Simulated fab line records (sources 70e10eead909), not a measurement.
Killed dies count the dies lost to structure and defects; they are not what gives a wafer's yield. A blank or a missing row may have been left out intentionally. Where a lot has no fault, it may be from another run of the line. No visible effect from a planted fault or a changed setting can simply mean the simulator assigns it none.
Matching of chambers | flow nand_harc | 3 sister chambers for NHARC_A_STAIRCASE_DEP_156 on pecvd-04
The step deposits SiNx, target thk 50 nm. 6 wafers are shown with their chamber, then 12 later ones without.

## WAFERS PAIRED WITH THEIR CHAMBERS
wafer  | chamber | heater_power_w (W) | showerhead_vpp_V (V)
L080.3 | 2       | 800                | 1291
L082.5 | 2       | 864                | 1281
L085.4 | 1       | 724                | 1265
L088.1 | 1       | 723                | 1283
L088.2 | 0       | 576                | 1245
L088.4 | 0       | 557                | 1236

## WAFERS WITH NO CHAMBER GIVEN
wafer  | heater_power_w (W) | showerhead_vpp_V (V)
L091.2 | 678                | 1245
L091.3 | 700                | 1294
L091.4 | 700                | 1293
L090.2 | 620                | 1220
L090.5 | 797                | 1314
L090.6 | 619                | 1254
L093.2 | 736                | 1298
L093.3 | 639                | 1224
L093.6 | 626                | 1249
L092.2 | 630                | 1271
L092.5 | 843                | 1308
L092.6 | 617                | 1242

## CHAMBER TAKEN BY EACH
wafer  | from the rows above     | in truth
L091.2 | can't be placed: 1 or 0 | 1
L091.3 | 1                       | 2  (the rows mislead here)
L091.4 | 1                       | 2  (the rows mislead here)
L090.2 | 0                       | 0
L090.5 | can't be placed: 2 or 1 | 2
L090.6 | can't be placed: 0 or 1 | 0
L093.2 | can't be placed: 1 or 2 | 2
L093.3 | 0                       | 0
L093.6 | 0                       | 0
L092.2 | can't be placed: 1 or 0 | 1
L092.5 | 2                       | 2
L092.6 | 0                       | 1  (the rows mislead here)
Placed correctly: 4 of 12. Not placeable from these rows: 5 (in 5, the candidates include the true chamber). Placed wrongly: 3.
How it was worked out, from the rows above alone: a wafer's distance from a chamber is the root of the sum, over the readings, of the square of ((its reading less the chamber's mean) divided by the reading's scatter). The wafer belongs to the nearest chamber; if the next one is less than 2 further off, it can't be placed. A chamber's mean is the mean of its shown wafers. The scatter is the square root of a quotient: the sum, over the shown wafers, of each reading's squared deviation from its chamber's mean, divided by wafers minus chambers.
